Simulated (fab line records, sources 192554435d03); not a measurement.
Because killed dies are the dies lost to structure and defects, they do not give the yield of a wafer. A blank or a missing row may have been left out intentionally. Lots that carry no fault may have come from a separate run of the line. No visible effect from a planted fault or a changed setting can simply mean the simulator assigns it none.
Which tool is to blame? :: flow n5_finfet :: 10 lots, 30 wafers sampled, at 5 steps of a route of 1938

== WHAT THE GAUGES READ, wafer by wafer ==
N5_SDB_INSPECT_36: inspects for defects (darkfield). Usual: raw_defect_count reads 39 (standard deviation 16).
lot: L518
measured: day 3 21:40
on: defect_inspect-02
raw_defect_count: 28 36 22
flag: 

lot: L522
measured: day 5 04:55
on: defect_inspect-01
raw_defect_count: 34 28 30
flag: 

lot: L523
measured: day 5 07:55
on: defect_inspect-02
raw_defect_count: 46 39 23
flag: 

lot: L525
measured: day 5 19:16
on: defect_inspect-02
raw_defect_count: 30 20 17
flag: 

lot: L528
measured: day 6 12:11
on: defect_inspect-02
raw_defect_count: 21 29 31
flag: 

lot: L529
measured: day 7 00:38
on: defect_inspect-01
raw_defect_count: 27 72 29
flag: 

lot: L535
measured: day 8 08:35
on: defect_inspect-02
raw_defect_count: 32 39 24
flag: 

lot: L538
measured: day 9 01:37
on: defect_inspect-01
raw_defect_count: 31 38 49
flag: 

lot: L539
measured: day 9 04:22
on: defect_inspect-02
raw_defect_count: 19 40 32
flag: 

lot: L540
measured: day 9 12:34
on: defect_inspect-01
raw_defect_count: 22 24 34
flag: 

N5_BEOL_M4_RC_MEAS_101. Usual: DIBL_N 35.9 mV/V, standard deviation 1.6; DIBL_P 35.6 mV/V, standard deviation 2.1; IOFF_N 0.149 nA/um, standard deviation 0.029; IOFF_P 0.20 nA/um, standard deviation 0.033; ION_N 671 uA/um, standard deviation 11; ION_P 460 uA/um, standard deviation 7.3; SS_N 71.4 mV/dec, standard deviation 0.62; SS_P 73.2 mV/dec, standard deviation 0.65; VT_N 251 mV, standard deviation 3.1; VT_P -251 mV, standard deviation 3.4.
lot: L518
measured: day 7 21:37
on: prober-02
DIBL_N (mV/V): 35.4 34.5 34.0
DIBL_P (mV/V): 33.8 34.4 34.4
IOFF_N (nA/um): 0.133 0.124 0.116
IOFF_P (nA/um): 0.15 0.15 0.16
ION_N (uA/um): 662 656 655
ION_P (uA/um): 445 451 453
SS_N (mV/dec): 70.8 70.5 69.8
SS_P (mV/dec): 72.5 72.7 72.6
VT_N (mV): 251 254 254
VT_P (mV): -258 -256 -257
flag: 

lot: L522
measured: day 9 00:58
on: prober-02
DIBL_N (mV/V): 34.9 32.3 33.7
DIBL_P (mV/V): 35.5 33.0 34.1
IOFF_N (nA/um): 0.133 0.114 0.122
IOFF_P (nA/um): 0.19 0.16 0.18
ION_N (uA/um): 665 669 667
ION_P (uA/um): 451 456 464
SS_N (mV/dec): 71.9 70.5 70.7
SS_P (mV/dec): 72.9 73.0 72.4
VT_N (mV): 252 254 252
VT_P (mV): -251 -253 -254
flag: 

lot: L523
measured: day 9 07:43
on: prober-02
DIBL_N (mV/V): 35.4 34.4 36.6
DIBL_P (mV/V): 33.4 31.4 34.7
IOFF_N (nA/um): 0.133 0.114 0.152
IOFF_P (nA/um): 0.18 0.15 0.19
ION_N (uA/um): 668 664 677
ION_P (uA/um): 459 456 459
SS_N (mV/dec): 70.8 71.0 71.3
SS_P (mV/dec): 72.8 72.5 73.8
VT_N (mV): 251 254 250
VT_P (mV): -251 -254 -251
flag: 

lot: L525
measured: day 9 13:25
on: prober-02
DIBL_N (mV/V): 38.3 35.9 35.0
DIBL_P (mV/V): 37.6 34.8 33.7
IOFF_N (nA/um): 0.182 0.149 0.126
IOFF_P (nA/um): 0.26 0.21 0.18
ION_N (uA/um): 680 675 663
ION_P (uA/um): 468 469 458
SS_N (mV/dec): 72.3 71.2 70.9
SS_P (mV/dec): 73.0 72.7 72.9
VT_N (mV): 247 250 252
VT_P (mV): -248 -247 -253
flag: 

lot: L528
measured: day 10 14:43
on: prober-01
DIBL_N (mV/V): 36.8 38.7 37.9
DIBL_P (mV/V): 37.4 39.8 38.5
IOFF_N (nA/um): 0.169 0.216 0.199
IOFF_P (nA/um): 0.20 0.25 0.23
ION_N (uA/um): 676 690 692
ION_P (uA/um): 460 467 472
SS_N (mV/dec): 71.2 72.4 71.8
SS_P (mV/dec): 72.9 74.5 74.5
VT_N (mV): 247 246 245
VT_P (mV): -252 -249 -250
flag: 

lot: L529
measured: day 10 20:29
on: prober-01
DIBL_N (mV/V): 37.3 34.3 36.1
DIBL_P (mV/V): 35.7 32.8 35.5
IOFF_N (nA/um): 0.166 0.124 0.151
IOFF_P (nA/um): 0.25 0.20 0.23
ION_N (uA/um): 657 670 660
ION_P (uA/um): 460 469 457
SS_N (mV/dec): 72.1 70.5 71.3
SS_P (mV/dec): 73.9 72.4 73.4
VT_N (mV): 250 252 250
VT_P (mV): -248 -249 -250
flag: 

lot: L535
measured: day 12 09:48
on: prober-02
DIBL_N (mV/V): 37.3 36.2 36.7
DIBL_P (mV/V): 38.0 35.3 35.5
IOFF_N (nA/um): 0.163 0.141 0.150
IOFF_P (nA/um): 0.23 0.18 0.19
ION_N (uA/um): 665 656 661
ION_P (uA/um): 458 450 458
SS_N (mV/dec): 72.7 71.8 72.4
SS_P (mV/dec): 73.9 73.1 73.3
VT_N (mV): 250 253 253
VT_P (mV): -251 -257 -254
flag: 

lot: L538
measured: day 12 19:22
on: prober-01
DIBL_N (mV/V): 35.7 33.7 36.3
DIBL_P (mV/V): 34.9 32.6 35.9
IOFF_N (nA/um): 0.132 0.110 0.150
IOFF_P (nA/um): 0.20 0.17 0.21
ION_N (uA/um): 672 651 664
ION_P (uA/um): 465 454 453
SS_N (mV/dec): 72.0 70.9 71.7
SS_P (mV/dec): 73.4 72.2 73.2
VT_N (mV): 254 254 252
VT_P (mV): -250 -249 -248
flag: 

lot: L539
measured: day 13 00:59
on: prober-02
DIBL_N (mV/V): 36.6 35.3 35.5
DIBL_P (mV/V): 35.6 35.2 34.1
IOFF_N (nA/um): 0.183 0.175 0.161
IOFF_P (nA/um): 0.23 0.23 0.20
ION_N (uA/um): 677 686 670
ION_P (uA/um): 466 469 457
SS_N (mV/dec): 72.1 71.3 72.1
SS_P (mV/dec): 73.3 73.8 73.5
VT_N (mV): 245 245 248
VT_P (mV): -249 -248 -251
flag: 

lot: L540
measured: day 13 12:37
on: prober-02
DIBL_N (mV/V): 36.8 38.7 39.1
DIBL_P (mV/V): 35.2 38.1 38.4
IOFF_N (nA/um): 0.157 0.199 0.213
IOFF_P (nA/um): 0.21 0.26 0.27
ION_N (uA/um): 681 683 697
ION_P (uA/um): 468 467 475
SS_N (mV/dec): 70.7 71.9 72.5
SS_P (mV/dec): 73.0 73.8 74.2
VT_N (mV): 253 245 244
VT_P (mV): -250 -244 -248
flag: 

== TOOL THAT RAN EACH LOT (tool first, then ch and the chambers of the sampled wafers, then the start) ==
lot: L518
N5_SDB_ALD_29: ald_sin-02 ch 1,3, day 3 18:36
N5_HKMG_FIN_HK_ALD_01: ald_hk-01 ch 0,1,3, day 3 22:15
N5_HKMG_FIN_ALD_74: ald_hk-03 ch 1,2, day 3 22:50

lot: L522
N5_SDB_ALD_29: ald_sin-01 ch 1,3, day 5 01:51
N5_HKMG_FIN_HK_ALD_01: ald_hk-03 ch 1,3, day 5 05:29
N5_HKMG_FIN_ALD_74: ald_hk-02 ch 0,1,2, day 5 05:54

lot: L523
N5_SDB_ALD_29: ald_sin-01 ch 2,3, day 5 04:52
N5_HKMG_FIN_HK_ALD_01: ald_hk-03 ch 1,2,3, day 5 08:34
N5_HKMG_FIN_ALD_74: ald_hk-02 ch 0,2, day 5 08:58

lot: L525
N5_SDB_ALD_29: ald_sin-01 ch 0,3, day 5 16:11
N5_HKMG_FIN_HK_ALD_01: ald_hk-01 ch 0,1, day 5 19:51
N5_HKMG_FIN_ALD_74: ald_hk-02 ch 0,2,3, day 5 20:15

lot: L528
N5_SDB_ALD_29: ald_sin-03 ch 0,1,2, day 6 09:08
N5_HKMG_FIN_HK_ALD_01: ald_hk-02 ch 0,2, day 6 12:49
N5_HKMG_FIN_ALD_74: ald_hk-03 ch 0,3, day 6 13:14

lot: L529
N5_SDB_ALD_29: ald_sin-02 ch 1,2, day 6 21:34
N5_HKMG_FIN_HK_ALD_01: ald_hk-01 ch 0,1,2, day 7 01:13
N5_HKMG_FIN_ALD_74: ald_hk-02 ch 0,3, day 7 01:37

lot: L535
N5_SDB_ALD_29: ald_sin-03 ch 0,2,3, day 8 05:32
N5_HKMG_FIN_HK_ALD_01: ald_hk-02 ch 0,1,2, day 8 09:10
N5_HKMG_FIN_ALD_74: ald_hk-03 ch 0,2, day 8 09:35

lot: L538
N5_SDB_ALD_29: ald_sin-01 ch 0,1,2, day 8 22:32
N5_HKMG_FIN_HK_ALD_01: ald_hk-02 ch 0,1,2, day 9 02:12
N5_HKMG_FIN_ALD_74: ald_hk-03 ch 0,2,3, day 9 02:37

lot: L539
N5_SDB_ALD_29: ald_sin-01 ch 1,2,3, day 9 01:15
N5_HKMG_FIN_HK_ALD_01: ald_hk-02 ch 2,3, day 9 04:58
N5_HKMG_FIN_ALD_74: ald_hk-03 ch 0,1,2, day 9 05:29

lot: L540
N5_SDB_ALD_29: ald_sin-02 ch 0,3, day 9 09:31
N5_HKMG_FIN_HK_ALD_01: ald_hk-01 ch 0,2,3, day 9 13:10
N5_HKMG_FIN_ALD_74: ald_hk-02 ch 0,1,3, day 9 13:34
- N5_SDB_ALD_29: deposits SiNx, target thk 30 nm, pulse time 1 s, ald cycles 600.
- N5_HKMG_FIN_HK_ALD_01: deposits HfO2, target thk 1.6 nm, pulse time 3 s, purge time 3 s.
- N5_HKMG_FIN_ALD_74: deposits La2O3, target thk 0.5 nm, pulse time 6 s, co reactant pulse time 1 s.

== WHAT THE TOOLS THEMSELVES READ (means of the sampled wafers that have a number; where no wafer has one, the mark that the record gives instead) ==
N5_SDB_ALD_29. Usual: heater_power_w 803 W, standard deviation 54; precursor_pulse_height_rel 0.998, standard deviation 0.019.
lot: L518
tool: ald_sin-02
heater_power_w (W): 791
precursor_pulse_height_rel: 1.001
flag: 

lot: L522
tool: ald_sin-01
heater_power_w (W): 802
precursor_pulse_height_rel: 0.998
flag: 

lot: L523
tool: ald_sin-01
heater_power_w (W): 843
precursor_pulse_height_rel: 1.013
flag: 

lot: L525
tool: ald_sin-01
heater_power_w (W): 841
precursor_pulse_height_rel: 0.974
flag: 

lot: L528
tool: ald_sin-03
heater_power_w (W): 749
precursor_pulse_height_rel: 1.003
flag: 

lot: L529
tool: ald_sin-02
heater_power_w (W): 856
precursor_pulse_height_rel: 0.991
flag: 

lot: L535
tool: ald_sin-03
heater_power_w (W): 803
precursor_pulse_height_rel: 1.004
flag: 

lot: L538
tool: ald_sin-01
heater_power_w (W): 786
precursor_pulse_height_rel: 1.021
flag: 

lot: L539
tool: ald_sin-01
heater_power_w (W): 805
precursor_pulse_height_rel: 1.002
flag: 

lot: L540
tool: ald_sin-02
heater_power_w (W): 785
precursor_pulse_height_rel: 0.975
flag: 

N5_HKMG_FIN_HK_ALD_01. Usual: precursor_pulse_height_rel reads 1.002 (standard deviation 0.018).
lot: L518
tool: ald_hk-01
precursor_pulse_height_rel: 1.003
flag: 

lot: L522
tool: ald_hk-03
precursor_pulse_height_rel: 0.999
flag: 

lot: L523
tool: ald_hk-03
precursor_pulse_height_rel: 1.008
flag: 

lot: L525
tool: ald_hk-01
precursor_pulse_height_rel: 1.011
flag: 

lot: L528
tool: ald_hk-02
precursor_pulse_height_rel: 1.000
flag: 

lot: L529
tool: ald_hk-01
precursor_pulse_height_rel: 1.021
flag: 

lot: L535
tool: ald_hk-02
precursor_pulse_height_rel: 1.003
flag: 

lot: L538
tool: ald_hk-02
precursor_pulse_height_rel: 1.001
flag: 

lot: L539
tool: ald_hk-02
precursor_pulse_height_rel: 1.002
flag: 

lot: L540
tool: ald_hk-01
precursor_pulse_height_rel: 1.011
flag: 

N5_HKMG_FIN_ALD_74. Usual: heater_power_w 349 W, standard deviation 28; precursor_pulse_height_rel 1.001, standard deviation 0.019.
lot: L518
tool: ald_hk-03
heater_power_w (W): 312
precursor_pulse_height_rel: 0.997
flag: 

lot: L522
tool: ald_hk-02
heater_power_w (W): 356
precursor_pulse_height_rel: 1.000
flag: 

lot: L523
tool: ald_hk-02
heater_power_w (W): 362
precursor_pulse_height_rel: 1.006
flag: 

lot: L525
tool: ald_hk-02
heater_power_w (W): 350
precursor_pulse_height_rel: 1.001
flag: 

lot: L528
tool: ald_hk-03
heater_power_w (W): 337
precursor_pulse_height_rel: 1.004
flag: 

lot: L529
tool: ald_hk-02
heater_power_w (W): 341
precursor_pulse_height_rel: 0.985
flag: 

lot: L535
tool: ald_hk-03
heater_power_w (W): 316
precursor_pulse_height_rel: 0.995
flag: 

lot: L538
tool: ald_hk-03
heater_power_w (W): 332
precursor_pulse_height_rel: 1.025
flag: 

lot: L539
tool: ald_hk-03
heater_power_w (W): 319
precursor_pulse_height_rel: 1.001
flag: 

lot: L540
tool: ald_hk-02
heater_power_w (W): 347
precursor_pulse_height_rel: 0.996
flag: 

== THE ANSWER, worked out from the rows above alone ==
Rule: lot off if the mean of its wafers having a number is beyond 3 standard deviations from the usual mean. A lot without any number at a reading at which 4 lots or more have one is off too. Any other lot the step has rows for is counted as sound. First the gauges in route order, then the tools' own readings, where a lot's mean is used as printed above. The first step at which some lot is off is used, and at that step the reading that is off furthest; a lot without a number counts as furthest.
No lot is off at any reading shown: from this, nothing can be told.

== WHAT THE SIMULATOR HAD INSERTED ==
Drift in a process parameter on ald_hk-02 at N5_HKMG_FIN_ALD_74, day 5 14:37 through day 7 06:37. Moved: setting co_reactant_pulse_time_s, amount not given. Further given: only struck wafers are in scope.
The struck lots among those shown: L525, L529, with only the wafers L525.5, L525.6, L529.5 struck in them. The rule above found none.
